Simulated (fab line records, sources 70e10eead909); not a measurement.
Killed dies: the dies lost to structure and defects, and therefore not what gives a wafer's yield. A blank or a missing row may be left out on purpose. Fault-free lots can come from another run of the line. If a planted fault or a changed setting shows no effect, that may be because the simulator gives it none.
Chamber matching + flow nand harc + rie diel-03 running NHARC_THIN_TSV_DESCUM_35: 4 sister chambers
The step chemistry O2, time 3 s. 14 wafers are shown with their chamber, then 7 later ones without.

## WAFERS PAIRED WITH THEIR CHAMBERS
| wafer  | chamber | showerhead plenum p Torr (Torr) | drypump motor current A (A) | oes product au (a.u.) |
|--------|---------|---------------------------------|-----------------------------|-----------------------|
| L727.2 | 3       | 1.93                            | 5.4                         | 1.007                 |
| L727.3 | 2       | 2.03                            | 5.5                         | 1.002                 |
| L727.4 | 0       | 1.97                            | 6.1                         | 0.997                 |
| L731.1 | 2       | 2.02                            | 5.4                         | 0.994                 |
| L731.2 | 0       | 1.97                            | 6.1                         | 1.000                 |
| L731.4 | 1       | 1.92                            | 5.7                         | 1.012                 |
| L737.1 | 3       | 1.93                            | 5.5                         | 1.005                 |
| L737.2 | 2       | 2.02                            | 5.5                         | 1.018                 |
| L737.5 | 3       | 1.93                            | 5.5                         | 1.022                 |
| L739.1 | 3       | 1.93                            | 5.4                         | 1.012                 |
| L739.5 | 1       | 1.92                            | 5.7                         | 1.011                 |
| L739.6 | 2       | 2.02                            | 5.5                         | 0.999                 |
| L741.2 | 0       | 1.97                            | 6.1                         | 0.988                 |
| L741.3 | 1       | 1.92                            | 5.7                         | 1.011                 |

SIGNATURES (means of the wafers above)
| reading                  | chamber 0 | chamber 1 | chamber 2 | chamber 3 | scatter within a chamber |
|--------------------------|-----------|-----------|-----------|-----------|--------------------------|
| showerhead plenum p Torr | 1.9700    | 1.9200    | 2.0225    | 1.9300    | 0.00274                  |
| drypump motor current A  | 6.100     | 5.700     | 5.475     | 5.450     | 0.0418                   |
| oes product au           | 0.99500   | 1.01133   | 1.00325   | 1.01150   | 0.00758                  |
Rule: a wafer lies at a distance from a chamber equal to the root of the sum of squares, over the readings, of (its reading less the chamber's mean, divided by the reading's scatter). If the next closest chamber is less than 2 further off than the closest, the wafer can't be placed; otherwise it belongs to the closest. How the scatter is found: for the shown wafers, subtract from each reading the mean of its chamber, square and add these, divide the total by (wafers less chambers), then take the root.

## WAFERS WITH NO CHAMBER GIVEN
| wafer  | showerhead plenum p Torr (Torr) | drypump motor current A (A) | oes product au (a.u.) |
|--------|---------------------------------|-----------------------------|-----------------------|
| L741.6 | 1.93                            | 5.5                         | 1.014                 |
| L740.1 | 1.92                            | 5.8                         | 1.014                 |
| L740.3 | 2.02                            | 5.5                         | 0.995                 |
| L740.4 | 1.97                            | 6.1                         | 1.001                 |
| L746.1 | 1.97                            | 6.1                         | 0.992                 |
| L746.3 | 1.92                            | 5.8                         | 1.001                 |
| L746.4 | 2.02                            | 5.5                         | 0.995                 |

## THE CHAMBER EACH PASSED THROUGH
| wafer  | from the rows above | in truth |
|--------|---------------------|----------|
| L741.6 | 3                   | 3        |
| L740.1 | 1                   | 1        |
| L740.3 | 2                   | 2        |
| L740.4 | 0                   | 0        |
| L746.1 | 0                   | 0        |
| L746.3 | 1                   | 1        |
| L746.4 | 2                   | 2        |
7 of 7 placed correctly. Number that these rows cannot place: 0. Number placed wrongly: 0.
